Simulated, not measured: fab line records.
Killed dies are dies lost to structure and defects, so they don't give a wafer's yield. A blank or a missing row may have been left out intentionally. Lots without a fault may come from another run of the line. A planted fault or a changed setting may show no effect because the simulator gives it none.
fab line records | flow n5Finfet
record lots=11 | wafers=33 | lastDay=17
route steps=1938 shown BEOL_M10@1527 BEOL_M11@1546 PASSIVATION@1936
lots with no fault: from the same line, run without faults
startH: start of the lot's first displayed wafer, in hours after the record's first day | waitH: time in hours since the lot's previous step | " same as the row above | L1.1+2: several wafers, shown together as one row | - no value present, or no start provided | * or withheld: withheld | < > ~ a bound
route shown NAME@n: names a module that has steps shown in the file, with the first one's number in the route | usual: mean/standard deviation taken from wafers without a fault | same: alike in all rows | chamber/n: place in a boat | sites: per-site readings | _std_site: their standard deviation | _edge_site: outer sites' mean less inner sites' | radiusMm: for every site, how far away it sits from the centre of the wafer | mask NAME#n: copy n | behind: tool/chamber where the wafer was last shaped | hold: why the lot was held/for how many hours/how that ended | device: the n, p or np transistor that did not switch | end of line: tests run on the same wafers once the route is complete | a step with no rows: only its recipe | killed: dies lost to structure and defects at the first sort, not the wafer's yield | map: per-die view of a wafer (x killed, . not killed, _ where there is no die)
set.NAME: the setting that was run; set.NAME@STEP: the one run at that earlier step | model.NAME: the simulator's own value behind a step, which no gauge read
route steps across a sampled set of lots; one table per step, one row per wafer
services: the hour from which a tool's chamber was out of use, counted from the record's first day as startH (under 0 if before that day), plus the number of hours and why
## steps
# step N5_BEOL_M10_SPUTTER_48
# recipe material=Cu | targetThkA=120 | tempC=-20 | biasV=60 | powerW=26000 | chamberPressurePa=0.13 | timeS=2
# usual biasV=60.0/0.58 | substrateTempC=-20.00/0.11 | throttleValvePct=30.1/0.83
lot.wafer | tool          | chamber | startH | waitH | biasV | substrateTempC | throttleValvePct
L824.1    | pvdSputter-02 | -       | 232.43 | 0.1   | 60.0  | -19.95         | 31.7
L824.2    | "             | -       | "      | "     | 58.8  | -19.93         | 30.4
L824.4    | "             | -       | "      | "     | 60.5  | -19.98         | 29.0
L825.1    | pvdSputter-01 | -       | 233.86 | 0.1   | 61.2  | -20.15         | 29.6
L825.5    | "             | -       | "      | "     | 59.5  | -19.99         | 30.6
L825.6    | "             | -       | "      | "     | 59.8  | -20.04         | 29.9
L823.1    | pvdSputter-01 | -       | 236.04 | 0.1   | 61.3  | -19.98         | 29.2
L823.2    | "             | -       | "      | "     | 59.8  | -19.91         | 30.0
L823.4    | "             | -       | "      | "     | 59.8  | -19.96         | 30.8
L826.1    | pvdSputter-01 | -       | 240.52 | 0.1   | 60.1  | -19.92         | 30.4
L826.2    | "             | -       | "      | "     | 60.8  | -19.86         | 30.0
L826.3    | "             | -       | "      | "     | 59.9  | -19.94         | 30.7
L827.1    | pvdSputter-01 | -       | 241.02 | 0.1   | 60.4  | -19.97         | 30.0
L827.2    | "             | -       | "      | "     | 59.7  | -20.17         | 30.9
L827.3    | "             | -       | "      | "     | 59.2  | -19.91         | 30.5
L829.1    | pvdSputter-01 | -       | 264.27 | 2.3   | 60.9  | -19.90         | 29.7
L829.2    | "             | -       | "      | "     | 60.4  | -20.26         | 30.1
L829.6    | "             | -       | "      | "     | 60.4  | -20.01         | 30.9
L832.1    | pvdSputter-01 | -       | 281.25 | 0.1   | 59.5  | -19.82         | 29.7
L832.3    | "             | -       | "      | "     | 60.0  | -20.13         | 30.7
L832.6    | "             | -       | "      | "     | 59.8  | -19.91         | 30.4
L833.3    | pvdSputter-01 | -       | 289.04 | 0.1   | 59.5  | -20.23         | 30.7
L833.4    | "             | -       | "      | "     | 59.4  | -19.91         | 29.5
L833.5    | "             | -       | "      | "     | 60.2  | -20.05         | 29.5
L841.1    | pvdSputter-01 | -       | 337.39 | 0.2   | 58.7  | -19.91         | 29.4
L841.2    | "             | -       | "      | "     | 59.9  | -19.98         | 29.9
L841.4    | "             | -       | "      | "     | 60.5  | -20.04         | 30.6
L843.1    | pvdSputter-01 | -       | 360.32 | 0.1   | 60.8  | -19.84         | 29.8
L843.4    | "             | -       | "      | "     | 59.3  | -20.06         | 29.3
L843.6    | "             | -       | "      | "     | 60.4  | -20.06         | 30.7
L845.3    | pvdSputter-02 | -       | 360.81 | 0.1   | 61.2  | -19.82         | 30.4
L845.4    | "             | -       | "      | "     | 60.5  | -20.03         | 28.9
L845.5    | "             | -       | "      | "     | 59.7  | -20.03         | 29.0
# step N5_BEOL_M10_THK_MEAS_53
# recipe thkMeasGauge=xrf | reads=Cu_of_BEOL_M10_ECD_50
# usual M10_THK=143.3/2.6
lot.wafer | tool         | chamber | startH | waitH | M10_THK[nm]
L824.1    | filmMetro-02 | -       | 233.25 | -     | 143.6
L824.2    | "            | -       | "      | "     | 141.9
L824.4    | "            | -       | "      | "     | 142.7
L825.1    | filmMetro-02 | -       | 234.74 | -     | 145.9
L825.5    | "            | -       | "      | "     | 148.5
L825.6    | "            | -       | "      | "     | 145.0
L823.1    | filmMetro-02 | -       | 236.85 | -     | 140.0
L823.2    | "            | -       | "      | "     | 145.2
L823.4    | "            | -       | "      | "     | 142.1
L826.1    | filmMetro-02 | -       | 241.36 | -     | 142.3
L826.2    | "            | -       | "      | "     | 142.9
L826.3    | "            | -       | "      | "     | 148.2
L827.1    | filmMetro-01 | -       | 241.86 | -     | 148.7
L827.2    | "            | -       | "      | "     | 144.6
L827.3    | "            | -       | "      | "     | 143.3
L829.1    | filmMetro-02 | -       | 265.17 | -     | 142.2
L829.2    | "            | -       | "      | "     | 140.6
L829.6    | "            | -       | "      | "     | 141.7
L832.1    | filmMetro-01 | -       | 282.38 | -     | 143.5
L832.3    | "            | -       | "      | "     | 141.3
L832.6    | "            | -       | "      | "     | 143.7
L833.3    | filmMetro-02 | -       | 289.86 | -     | 140.7
L833.4    | "            | -       | "      | "     | 142.8
L833.5    | "            | -       | "      | "     | 143.1
L841.1    | filmMetro-01 | -       | 338.20 | -     | 144.0
L841.2    | "            | -       | "      | "     | 140.4
L841.4    | "            | -       | "      | "     | 140.3
L843.1    | filmMetro-02 | -       | 361.14 | -     | 147.2
L843.4    | "            | -       | "      | "     | 143.8
L843.6    | "            | -       | "      | "     | 144.0
L845.3    | filmMetro-01 | -       | 361.65 | -     | 141.9
L845.4    | "            | -       | "      | "     | 145.4
L845.5    | "            | -       | "      | "     | 142.3
# step N5_BEOL_M10_RS_MEAS_57
# recipe thkMeasGauge=four-point-probe | reads=Cu_of_BEOL_M10_ECD_50+Co_of_BEOL_M10_CVD_75+TaN_of_BEOL_M10_ALD_74
# usual M10_RS=0.1506/0.0027
lot.wafer | tool         | chamber | startH | waitH | M10_RS[ohm/sq]
L824.1    | filmMetro-02 | -       | 233.42 | 0.1   | 0.1496
L824.2    | "            | -       | "      | "     | 0.1522
L824.4    | "            | -       | "      | "     | 0.1501
L825.1    | filmMetro-01 | -       | 234.87 | 0.1   | 0.1499
L825.5    | "            | -       | "      | "     | 0.1477
L825.6    | "            | -       | "      | "     | 0.1515
L823.1    | filmMetro-01 | -       | 236.99 | 0.1   | 0.1544
L823.2    | "            | -       | "      | "     | 0.1479
L823.4    | "            | -       | "      | "     | 0.1518
L826.1    | filmMetro-02 | -       | 241.49 | 0.1   | 0.1485
L826.2    | "            | -       | "      | "     | 0.1487
L826.3    | "            | -       | "      | "     | 0.1437
L827.1    | filmMetro-01 | -       | 241.99 | 0.1   | 0.1446
L827.2    | "            | -       | "      | "     | 0.1491
L827.3    | "            | -       | "      | "     | 0.1503
L829.1    | filmMetro-01 | -       | 265.34 | 0.1   | 0.1530
L829.2    | "            | -       | "      | "     | 0.1561
L829.6    | "            | -       | "      | "     | 0.1540
L832.1    | filmMetro-02 | -       | 282.51 | 0.1   | 0.1511
L832.3    | "            | -       | "      | "     | 0.1539
L832.6    | "            | -       | "      | "     | 0.1520
L833.3    | filmMetro-01 | -       | 290.00 | 0.1   | 0.1527
L833.4    | "            | -       | "      | "     | 0.1518
L833.5    | "            | -       | "      | "     | 0.1499
L841.1    | filmMetro-01 | -       | 338.34 | 0.1   | 0.1478
L841.2    | "            | -       | "      | "     | 0.1512
L841.4    | "            | -       | "      | "     | 0.1527
L843.1    | filmMetro-02 | -       | 361.28 | 0.1   | 0.1465
L843.4    | "            | -       | "      | "     | 0.1509
L843.6    | "            | -       | "      | "     | 0.1507
L845.3    | filmMetro-01 | -       | 361.78 | 0.1   | 0.1532
L845.4    | "            | -       | "      | "     | 0.1498
L845.5    | "            | -       | "      | "     | 0.1526
# step N5_BEOL_M11_EXPOSE_08
# recipe maskId=M11 | na=1.35 | sourceShape=dipole | sigmaInner=0.411 | sigmaOuter=0.611 | polarization=te | doseMj=53.75
# usual stageVelMmS=499.96/0.27
# same na=1.35
lot.wafer | tool           | chamber | startH | waitH | mask  | stageVelMmS
L824.1    | arfiScanner-01 | 0       | 236.15 | -     | M11#0 | 500.15
L824.2    | "              | 0       | "      | "     | M11#0 | 500.06
L824.4    | "              | 0       | "      | "     | M11#0 | 500.19
L825.1    | arfiScanner-01 | 0       | 236.58 | -     | M11#0 | 499.84
L825.5    | "              | 0       | "      | "     | M11#0 | 499.76
L825.6    | "              | 0       | "      | "     | M11#0 | 499.68
L823.1    | arfiScanner-03 | 0       | 239.59 | -     | M11#0 | 499.83
L823.2    | "              | 0       | "      | "     | M11#0 | 499.98
L823.4    | "              | 0       | "      | "     | M11#0 | 500.17
L826.1    | arfiScanner-03 | 0       | 243.78 | -     | M11#0 | 499.76
L826.2    | "              | 0       | "      | "     | M11#0 | 499.66
L826.3    | "              | 0       | "      | "     | M11#0 | 500.05
L827.1    | arfiScanner-02 | 0       | 243.94 | -     | M11#0 | 500.26
L827.2    | "              | 0       | "      | "     | M11#0 | 500.07
L827.3    | "              | 0       | "      | "     | M11#0 | 500.32
L829.1    | arfiScanner-01 | 0       | 267.45 | -     | M11#0 | 499.43
L829.2    | "              | 0       | "      | "     | M11#0 | 499.84
L829.6    | "              | 0       | "      | "     | M11#0 | 499.87
L832.1    | arfiScanner-01 | 0       | 284.27 | -     | M11#0 | 499.99
L832.3    | "              | 0       | "      | "     | M11#0 | 500.04
L832.6    | "              | 0       | "      | "     | M11#0 | 499.96
L833.3    | arfiScanner-01 | 0       | 291.84 | -     | M11#0 | 499.97
L833.4    | "              | 0       | "      | "     | M11#0 | 500.25
L833.5    | "              | 0       | "      | "     | M11#0 | 500.02
L841.1    | arfiScanner-01 | 0       | 341.76 | -     | M11#0 | 499.64
L841.2    | "              | 0       | "      | "     | M11#0 | 499.59
L841.4    | "              | 0       | "      | "     | M11#0 | 499.87
L843.1    | arfiScanner-01 | 0       | 365.33 | -     | M11#0 | 500.07
L843.4    | "              | 0       | "      | "     | M11#0 | 499.81
L843.6    | "              | 0       | "      | "     | M11#0 | 500.25
L845.3    | arfiScanner-03 | 0       | 365.67 | -     | M11#0 | 500.07
L845.4    | "              | 0       | "      | "     | M11#0 | 499.98
L845.5    | "              | 0       | "      | "     | M11#0 | 500.47
# step N5_BEOL_M11_OVL_MEAS_12
# recipe pointsPerWafer=44
# usual M11_OVL=0.2/0.83
lot.wafer | tool       | chamber | startH | waitH | M11_OVL[nm]
L824.1    | overlay-01 | 0       | 236.31 | 0.0   | 1.3
L824.2    | "          | 0       | "      | "     | 0.6
L824.4    | "          | 0       | "      | "     | 1.4
L825.1    | overlay-01 | 0       | 236.74 | 0.0   | 0.5
L825.5    | "          | 0       | "      | "     | 0.0
L825.6    | "          | 0       | "      | "     | -0.2
L823.1    | overlay-01 | 0       | 239.75 | 0.0   | -1.1
L823.2    | "          | 0       | "      | "     | 0.5
L823.4    | "          | 0       | "      | "     | 0.6
L826.1    | overlay-01 | 0       | 243.94 | 0.0   | 0.4
L826.2    | "          | 0       | "      | "     | 0.2
L826.3    | "          | 0       | "      | "     | 0.3
L827.1    | overlay-02 | 0       | 244.10 | 0.0   | 1.3
L827.2    | "          | 0       | "      | "     | -0.3
L827.3    | "          | 0       | "      | "     | 0.5
L829.1    | overlay-02 | 0       | 267.61 | 0.0   | 1.8
L829.2    | "          | 0       | "      | "     | 0.5
L829.6    | "          | 0       | "      | "     | 0.9
L832.1    | overlay-01 | 0       | 284.43 | 0.0   | 0.1
L832.3    | "          | 0       | "      | "     | 1.2
L832.6    | "          | 0       | "      | "     | 0.2
L833.3    | overlay-02 | 0       | 291.99 | 0.0   | 0.5
L833.4    | "          | 0       | "      | "     | -0.7
L833.5    | "          | 0       | "      | "     | 0.3
L841.1    | overlay-02 | 0       | 341.92 | 0.0   | 12.2
L841.2    | "          | 0       | "      | "     | 11.6
L841.4    | "          | 0       | "      | "     | 12.0
L843.1    | overlay-02 | 0       | 365.49 | 0.0   | 12.5
L843.4    | "          | 0       | "      | "     | 12.5
L843.6    | "          | 0       | "      | "     | 11.5
L845.3    | overlay-01 | 0       | 365.82 | 0.0   | -1.1
L845.4    | "          | 0       | "      | "     | -0.4
L845.5    | "          | 0       | "      | "     | -1.0
# step N5_PASSIVATION_PROBE_49
# usual defectLimitedYield=91.5/1.4 | killed_at_M0_to_M3=33/10 | killed_at_M4_up=13/5 | killedAtContacts=13/5.6 | killedAtFrontEnd=38/12 | killedAtOther=3.9/2.7 | killedDies=100/16 | killedOnRim=13/4 | killedOpen=66/13 | killedShort=32/7.2 | sort_bin_5_function=5.0/0.97 | sort_bin_6_memory=3.2/0.61 | sortNPass=1080/16 | sortYieldPct=91.5/1.4
# same grossDies=1180 | killedAtBackSide=0 | sort_bin_4_leakage[%]=0 | sort_bin_8_speed[%]=0
lot.wafer | tool      | chamber | startH | waitH | defectLimitedYield[%] | killed_at_M0_to_M3 | killed_at_M4_up | killedAtContacts | killedAtFrontEnd | killedAtOther | killedDies | killedOnRim | killedOpen | killedShort | sort_bin_5_function[%] | sort_bin_6_memory[%] | sortNPass | sortYieldPct[%]
L826.1    | prober-01 | -       | 290.84 | 0.0   | 91.7                  | 43                 | 11              | 3                | 38               | 3             | 98         | 9           | 66         | 31          | 5.4                    | 2.5                  | 1082      | 91.7
L826.2    | prober-01 | -       | 290.89 | 0.1   | 93.0                  | 29                 | 8               | 7                | 35               | 4             | 83         | 19          | 57         | 25          | 4.1                    | 2.7                  | 1097      | 93.0
L826.3    | prober-01 | -       | 290.94 | 0.1   | 91.0                  | 59                 | 7               | 10               | 29               | 1             | 106        | 13          | 74         | 31          | 5.1                    | 3.5                  | 1074      | 91.0
L829.1    | prober-01 | -       | 314.04 | 0.4   | 94.0                  | 26                 | 14              | 8                | 21               | 2             | 71         | 6           | 53         | 18          | 3.6                    | 2.4                  | 1109      | 94.0
L829.2    | prober-01 | -       | 314.09 | 0.5   | 93.1                  | 21                 | 12              | 11               | 35               | 3             | 82         | 15          | 59         | 23          | 4.2                    | 2.5                  | 1098      | 93.1
L829.6    | prober-01 | -       | 314.29 | 0.7   | 94.9                  | 15                 | 15              | 6                | 23               | 1             | 60         | 6           | 39         | 17          | 2.3                    | 2.5                  | 1120      | 94.9
L832.1    | prober-02 | -       | 327.12 | 0.0   | 92.8                  | 21                 | 21              | 15               | 25               | 3             | 85         | 14          | 63         | 21          | 4.0                    | 3.1                  | 1095      | 92.8
L832.3    | prober-02 | -       | 327.22 | 0.1   | 91.3                  | 36                 | 13              | 12               | 41               | 1             | 103        | 21          | 61         | 40          | 4.8                    | 3.6                  | 1077      | 91.3
L832.6    | prober-02 | -       | 327.37 | 0.3   | 90.0                  | 27                 | 18              | 23               | 44               | 6             | 118        | 14          | 80         | 37          | 6.1                    | 3.6                  | 1062      | 90.0
# killed by level:class
L826.1 BEOL_M0_SAQP:geometricParticle:short=9 GATE_CUT:geometricParticle:short=8 STI_FIN_REVEAL:geometricParticle:open=7 BEOL_M0_SAQP:geometricParticle:open=7 BEOL_M0:geometricParticle:open=6 DUMMY_GATE:geometricParticle:open=6 BEOL_M1:geometricParticle:open=6 FIN_SAQP:geometricParticle:open=5
L826.2 STI_FIN_REVEAL:geometricParticle:open=11 BEOL_M1:geometricParticle:open=10 DUMMY_GATE:geometricParticle:open=9 BEOL_M0_SAQP:geometricParticle:open=6 MOL_CONTACT_COAG:geometricParticle:open=5 BEOL_M3:geometricParticle:open=5 GATE_CUT:geometricParticle:short=4 BEOL_M0_SAQP:geometricParticle:short=3
L826.3 BEOL_M3:geometricParticle:open=14 BEOL_M1:geometricParticle:open=10 MOL_CONTACT_COAG:geometricParticle:open=10 BEOL_M0_SAQP:geometricParticle:short=9 BEOL_M0_SAQP:geometricParticle:open=8 FIN_SAQP:geometricParticle:open=6 STI_FIN_REVEAL:geometricParticle:open=5 BEOL_M0:geometricParticle:open=5
L829.1 STI_FIN_REVEAL:geometricParticle:open=8 BEOL_M0_SAQP:geometricParticle:open=7 MOL_CONTACT_COAG:geometricParticle:open=6 BEOL_M0_SAQP:geometricParticle:short=5 DUMMY_GATE:geometricParticle:open=4 BEOL_M2:geometricParticle:open=4 BEOL_M3:geometricParticle:open=4 BEOL_M4:geometricParticle:open=4
L829.2 STI_FIN_REVEAL:geometricParticle:open=13 MOL_CONTACT_COAG:geometricParticle:open=10 STI_FIN_REVEAL:geometricParticle:short=5 BEOL_M3:geometricParticle:open=5 BEOL_M2:geometricParticle:open=4 STARTING-WAFER:geometricParticle:short=4 BEOL_M0_SAQP:geometricParticle:open=3 BEOL_M0:geometricParticle:short=3
L829.6 MOL_CONTACT_COAG:geometricParticle:open=5 BEOL_M1:geometricParticle:open=5 STI_FIN_REVEAL:geometricParticle:open=4 BEOL_M4:geometricParticle:open=4 BEOL_M0_SAQP:geometricParticle:open=3 DUMMY_GATE:geometricParticle:short=2 DUMMY_GATE:geometricParticle:open=2 GATE_CUT:geometricParticle:short=2
L832.1 MOL_CONTACT_COAG:geometricParticle:open=11 BEOL_M2:geometricParticle:open=9 BEOL_M4:geometricParticle:open=8 BEOL_M5:geometricParticle:open=6 BEOL_M1:geometricParticle:open=6 FIN_SAQP:geometricParticle:short=4 STI_FIN_REVEAL:geometricParticle:open=4 GATE_CUT:geometricParticle:open=4
L832.3 STI_FIN_REVEAL:geometricParticle:open=12 MOL_CONTACT_COAG:geometricParticle:open=8 FIN_SAQP:geometricParticle:short=7 BEOL_M0_SAQP:geometricParticle:short=7 BEOL_M1:geometricParticle:open=7 BEOL_M4:geometricParticle:open=7 BEOL_M0_SAQP:geometricParticle:open=6 BEOL_M2:geometricParticle:open=5
L832.6 STI_FIN_REVEAL:geometricParticle:open=18 MOL_CONTACT_COAG:geometricParticle:open=17 FIN_SAQP:geometricParticle:short=8 BEOL_M2:geometricParticle:open=7 MOL_CONTACT_COAG:geometricParticle:short=6 BEOL_M3:geometricParticle:open=6 STI_FIN_REVEAL:geometricParticle:short=5 BEOL_M5:geometricParticle:open=5
## services
tool           | chamber | startH | hours | kind
arfiScanner-03 | -       | 215.93 | 1.0   | pm
arfiScanner-02 | -       | 230.70 | 1.3   | pm
arfiScanner-02 | -       | 235.80 | 1.0   | pm
arfiScanner-03 | -       | 239.80 | 0.6   | repair
arfiScanner-02 | 0       | 241.24 | -     | calibration
arfiScanner-01 | 0       | 242.59 | -     | calibration
arfiScanner-01 | -       | 242.87 | 4.9   | pm
arfiScanner-01 | -       | 254.36 | 1.3   | pm
arfiScanner-02 | -       | 258.09 | 1.0   | pm
arfiScanner-03 | -       | 278.72 | 1.3   | pm
arfiScanner-01 | -       | 288.98 | 1.0   | pm
arfiScanner-03 | -       | 289.58 | 1.5   | pm
arfiScanner-03 | -       | 295.35 | 6.0   | pm
arfiScanner-02 | -       | 333.79 | 0.8   | pm
arfiScanner-03 | -       | 339.98 | 24.4  | repair
arfiScanner-02 | -       | 342.23 | 3.9   | repair
arfiScanner-01 | -       | 346.17 | 1.0   | pm
pvdSputter-02  | -       | 346.69 | 2.1   | repair
arfiScanner-01 | -       | 350.92 | 0.9   | repair
arfiScanner-02 | -       | 356.23 | 1.3   | pm
arfiScanner-01 | -       | 357.77 | 0.8   | pm
## key
firstSign step=N5_BEOL_M11_OVL_MEAS_12 | reading=M11_OVL | direction=up | sigmas=14 | usual=0.2 | struck=12.1
effect none on later readings
metAt N5_BEOL_M11_EXPOSE_08
struckLots L841,L843
notActingAt N5_BEOL_M10_SPUTTER_48,N5_BEOL_M10_THK_MEAS_53,N5_BEOL_M10_RS_MEAS_57
onsetBetween 291.84 341.76
fault kind=scannerMatchingOverlay | tool=arfiScanner-01 | chamber=- | onsetH=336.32 | steps=N5_BEOL_M11_EXPOSE_08 | offset=11.338
